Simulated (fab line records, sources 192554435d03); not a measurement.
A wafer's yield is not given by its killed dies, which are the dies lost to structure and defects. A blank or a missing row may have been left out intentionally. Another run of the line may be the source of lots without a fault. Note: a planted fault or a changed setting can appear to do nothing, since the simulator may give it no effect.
Which tool was responsible? :: flow n5Finfet :: 35 wafers from 13 lots sampled at 3 of the route's 1938 steps

WHAT THE GAUGES READ, wafer by wafer
N5_GATE_CUT_INSPECT_26: inspects for defects (darkfield). Usual: rawDefectCount reads 36 (standard deviation 15).
lot: L218
measured: day 5 04:20
on: defectInspect-01
rawDefectCount: 36 80 37
flag: 

lot: L220
measured: day 5 09:58
on: defectInspect-02
rawDefectCount: 28 26 18
flag: 

lot: L223
measured: day 6 04:41
on: defectInspect-02
rawDefectCount: 33 41 17
flag: 

lot: L225
measured: day 6 15:37
on: defectInspect-02
rawDefectCount: 59 97
flag: 

lot: L226
measured: day 6 19:46
on: defectInspect-01
rawDefectCount: 28 24
flag: 

lot: L227
measured: day 7 01:59
on: defectInspect-02
rawDefectCount: 29 36
flag: 

lot: L229
measured: day 7 16:22
on: defectInspect-02
rawDefectCount: 42 37 36
flag: 

lot: L232
measured: day 8 12:25
on: defectInspect-02
rawDefectCount: 30 51 20
flag: 

lot: L233
measured: day 8 14:52
on: defectInspect-02
rawDefectCount: 38 40 43
flag: 

lot: L234
measured: day 8 22:44
on: defectInspect-02
rawDefectCount: 28 17 28
flag: 

lot: L235
measured: day 9 05:19
on: defectInspect-01
rawDefectCount: 52 45
flag: 

lot: L237
measured: day 9 15:49
on: defectInspect-01
rawDefectCount: 41 23 40
flag: 

lot: L238
measured: day 9 21:16
on: defectInspect-01
rawDefectCount: 30 33 27
flag: 

WHAT TOOL EACH LOT RAN ON (gives the tool, then ch and the chambers of the sampled wafers, and finally the start)
lot: L218
N5_GATE_CUT_VAPOR_ETCH_48: rieMetal-02 ch 0,1, day 5 01:13
N5_GATE_CUT_CMP_61: cmp-01 ch 0,2,3, day 5 04:11

lot: L220
N5_GATE_CUT_VAPOR_ETCH_48: rieMetal-02 ch 0,1, day 5 07:10
N5_GATE_CUT_CMP_61: cmp-04 ch 0,1,2, day 5 09:46

lot: L223
N5_GATE_CUT_VAPOR_ETCH_48: rieMetal-02 ch 0,1, day 6 01:41
N5_GATE_CUT_CMP_61: cmp-01 ch 0,1, day 6 04:27

lot: L225
N5_GATE_CUT_VAPOR_ETCH_48: rieMetal-01 ch 1, day 6 12:50
N5_GATE_CUT_CMP_61: cmp-01 ch 0,3, day 6 15:29

lot: L226
N5_GATE_CUT_VAPOR_ETCH_48: rieMetal-03 ch 0,1, day 6 16:52
N5_GATE_CUT_CMP_61: cmp-01 ch 0,1, day 6 19:39

lot: L227
N5_GATE_CUT_VAPOR_ETCH_48: rieMetal-01 ch 0, day 6 22:56
N5_GATE_CUT_CMP_61: cmp-03 ch 0, day 7 01:45

lot: L229
N5_GATE_CUT_VAPOR_ETCH_48: rieMetal-02 ch 1, day 7 13:34
N5_GATE_CUT_CMP_61: cmp-01 ch 1,2, day 7 16:08

lot: L232
N5_GATE_CUT_VAPOR_ETCH_48: rieMetal-03 ch 0,1, day 8 09:30
N5_GATE_CUT_CMP_61: cmp-03 ch 0,2,3, day 8 12:14

lot: L233
N5_GATE_CUT_VAPOR_ETCH_48: rieMetal-01 ch 0,1, day 8 12:01
N5_GATE_CUT_CMP_61: cmp-03 ch 0,2,3, day 8 14:38

lot: L234
N5_GATE_CUT_VAPOR_ETCH_48: rieMetal-03 ch 0,1, day 8 19:56
N5_GATE_CUT_CMP_61: cmp-04 ch 0,2,3, day 8 22:32

lot: L235
N5_GATE_CUT_VAPOR_ETCH_48: rieMetal-02 ch 0,1, day 9 02:27
N5_GATE_CUT_CMP_61: cmp-04 ch 0,2, day 9 05:05

lot: L237
N5_GATE_CUT_VAPOR_ETCH_48: rieMetal-03 ch 0,1, day 9 13:01
N5_GATE_CUT_CMP_61: cmp-04 ch 0,1, day 9 15:37

lot: L238
N5_GATE_CUT_VAPOR_ETCH_48: rieMetal-01 ch 0,1, day 9 18:28
N5_GATE_CUT_CMP_61: cmp-03 ch 0,1,2, day 9 21:02
- N5_GATE_CUT_VAPOR_ETCH_48: etches TiN in BCl3/Cl2.
- N5_GATE_CUT_CMP_61: polishes, stops on SiNx, t overpolish 3 s.

AS READ BY THE TOOLS THEMSELVES (means over the sampled wafers that have a number; for cases with no such wafer, the mark the record gives instead)
N5_GATE_CUT_VAPOR_ETCH_48. Usual: drypumpMotorCurrentA 5.94 A, standard deviation 0.26; heBacksideLeakSccm 3.3 sccm, standard deviation 0.31; oesProductAu 0.79 a.u., standard deviation 0.11.
lot: L218
tool: rieMetal-02
drypumpMotorCurrentA (A): 5.59
heBacksideLeakSccm (sccm): 3.3
oesProductAu (a.u.): 0.92
flag: 

lot: L220
tool: rieMetal-02
drypumpMotorCurrentA (A): 5.69
heBacksideLeakSccm (sccm): 3.1
oesProductAu (a.u.): 0.90
flag: 

lot: L223
tool: rieMetal-02
drypumpMotorCurrentA (A): 5.68
heBacksideLeakSccm (sccm): 3.2
oesProductAu (a.u.): 0.88
flag: 

lot: L225
tool: rieMetal-01
drypumpMotorCurrentA (A): 6.00
heBacksideLeakSccm (sccm): 3.5
oesProductAu (a.u.): 0.64
flag: 

lot: L226
tool: rieMetal-03
drypumpMotorCurrentA (A): 6.15
heBacksideLeakSccm (sccm): 3.3
oesProductAu (a.u.): 0.83
flag: 

lot: L227
tool: rieMetal-01
drypumpMotorCurrentA (A): 6.17
heBacksideLeakSccm (sccm): 3.2
oesProductAu (a.u.): 0.70
flag: 

lot: L229
tool: rieMetal-02
drypumpMotorCurrentA (A): 5.50
heBacksideLeakSccm (sccm): 3.2
oesProductAu (a.u.): 0.90
flag: 

lot: L232
tool: rieMetal-03
drypumpMotorCurrentA (A): 6.18
heBacksideLeakSccm (sccm): 3.3
oesProductAu (a.u.): 0.84
flag: 

lot: L233
tool: rieMetal-01
drypumpMotorCurrentA (A): 6.11
heBacksideLeakSccm (sccm): 3.3
oesProductAu (a.u.): 0.67
flag: 

lot: L234
tool: rieMetal-03
drypumpMotorCurrentA (A): 6.15
heBacksideLeakSccm (sccm): 3.3
oesProductAu (a.u.): 0.83
flag: 

lot: L235
tool: rieMetal-02
drypumpMotorCurrentA (A): 5.63
heBacksideLeakSccm (sccm): 3.4
oesProductAu (a.u.): 0.85
flag: 

lot: L237
tool: rieMetal-03
drypumpMotorCurrentA (A): 6.11
heBacksideLeakSccm (sccm): 3.3
oesProductAu (a.u.): 0.77
flag: 

lot: L238
tool: rieMetal-01
drypumpMotorCurrentA (A): 6.09
heBacksideLeakSccm (sccm): 3.5
oesProductAu (a.u.): 0.66
flag: 

N5_GATE_CUT_CMP_61. Usual: headPressurePsi 4.000 psi, standard deviation 0.0086; motorCurrentA 11.9 A, standard deviation 1.2.
lot: L218
tool: cmp-01
headPressurePsi (psi): 4.000
motorCurrentA (A): 11.3
flag: 

lot: L220
tool: cmp-04
headPressurePsi (psi): 4.003
motorCurrentA (A): 11.3
flag: 

lot: L223
tool: cmp-01
headPressurePsi (psi): 3.997
motorCurrentA (A): 12.0
flag: 

lot: L225
tool: cmp-01
headPressurePsi (psi): 3.997
motorCurrentA (A): 11.8
flag: 

lot: L226
tool: cmp-01
headPressurePsi (psi): 3.998
motorCurrentA (A): 12.3
flag: 

lot: L227
tool: cmp-03
headPressurePsi (psi): 3.994
motorCurrentA (A): 11.9
flag: 

lot: L229
tool: cmp-01
headPressurePsi (psi): 3.998
motorCurrentA (A): 11.8
flag: 

lot: L232
tool: cmp-03
headPressurePsi (psi): 4.003
motorCurrentA (A): 13.1
flag: 

lot: L233
tool: cmp-03
headPressurePsi (psi): 4.006
motorCurrentA (A): 13.0
flag: 

lot: L234
tool: cmp-04
headPressurePsi (psi): 4.003
motorCurrentA (A): 11.7
flag: 

lot: L235
tool: cmp-04
headPressurePsi (psi): 4.006
motorCurrentA (A): 12.0
flag: 

lot: L237
tool: cmp-04
headPressurePsi (psi): 3.998
motorCurrentA (A): 11.4
flag: 

lot: L238
tool: cmp-03
headPressurePsi (psi): 4.001
motorCurrentA (A): 11.8
flag: 

THE ANSWER, worked out from the rows above alone
Rule: a lot counts as off when the mean over its wafers that have a number is more than 3 standard deviations away from the usual mean. A lot without any number at a reading at which 4 lots or more have one is off too. Where the step has rows for the other lots, those lots are counted as sound. First the gauges in route order, then the tools' own readings, where a lot's mean is used as printed above. The first step at which some lot is off is used, and at that step the reading that is off furthest; a lot without a number counts as furthest.
No lot is off at any reading shown: from this, nothing can be told.

WHAT WAS PUT IN BY THE SIMULATOR
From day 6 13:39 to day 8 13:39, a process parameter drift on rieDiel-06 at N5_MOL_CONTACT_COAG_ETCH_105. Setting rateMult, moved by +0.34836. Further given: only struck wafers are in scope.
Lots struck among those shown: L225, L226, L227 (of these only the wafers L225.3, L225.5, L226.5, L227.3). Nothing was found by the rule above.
